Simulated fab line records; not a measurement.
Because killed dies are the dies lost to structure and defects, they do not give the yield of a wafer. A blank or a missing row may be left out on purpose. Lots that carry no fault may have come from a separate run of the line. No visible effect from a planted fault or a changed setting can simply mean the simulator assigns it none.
Matching of chambers -- flow nand-harc -- NHARC_A_STAIRCASE_DESCUM_270 on rie-diel-10: 4 sister chambers
The step chemistry O2, time 3 s. 16 wafers are shown with their chamber, then 8 later ones without.

WAFERS WITH THEIR CHAMBER
wafer,chamber,drypump-motor-current-A (A),showerhead-plenum-p-Torr (Torr),oes-product-au (a.u.)
L077.2,2,5.1,2.06,1.007
L077.4,0,5.0,2.06,0.993
L077.5,2,5.1,2.06,1.011
L081.1,2,5.1,2.06,1.007
L081.4,1,5.5,2.04,0.984
L081.5,0,5.0,2.06,1.000
L085.2,3,5.7,1.93,0.990
L085.3,1,5.5,2.03,1.005
L085.6,0,5.0,2.05,0.996
L088.2,1,5.5,2.03,1.004
L088.5,1,5.5,2.03,0.992
L088.6,2,5.1,2.05,1.005
L091.2,1,5.6,2.03,0.999
L091.3,2,5.1,2.05,0.995
L091.4,0,5.0,2.05,0.992
L092.2,3,5.8,1.92,0.989

SIGNATURES (means of the wafers above)
reading,chamber 0,chamber 1,chamber 2,chamber 3,scatter within a chamber
drypump-motor-current-A,5.000,5.520,5.100,5.750,0.0329
showerhead-plenum-p-Torr,2.0550,2.0320,2.0560,1.9250,0.0054
oes-product-au,0.99525,0.99680,1.00500,0.98950,0.00642
Rule: distance of a wafer from a chamber = root of the sum over the readings of ((wafer's reading minus chamber's mean) / reading's scatter) squared. If the next closest chamber is less than 2 further off than the closest, the wafer can't be placed; otherwise it belongs to the closest. The scatter: the root of (the sum of the squares of (reading less its chamber's mean) over the shown wafers, divided by (wafers less chambers)).

WAFERS WITHOUT THEIR CHAMBER
wafer,drypump-motor-current-A (A),showerhead-plenum-p-Torr (Torr),oes-product-au (a.u.)
L092.4,5.1,2.05,1.003
L092.6,5.5,2.03,1.010
L095.1,5.5,2.03,0.986
L095.2,5.8,1.92,0.985
L095.6,5.1,2.05,1.006
L096.1,5.1,2.04,1.004
L096.4,5.0,2.04,1.000
L096.6,5.5,2.02,0.979

EACH ONE'S CHAMBER
wafer,from the rows above,in truth
L092.4,2,2
L092.6,1,1
L095.1,1,1
L095.2,3,3
L095.6,2,2
L096.1,can't be placed: 2 or 0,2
L096.4,can't be placed: 0 or 2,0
L096.6,1,1
Correctly placed: 6 of 8. Cannot be placed on the basis of these rows: 2; the candidates contain the true chamber in 2. 0 placed wrongly.
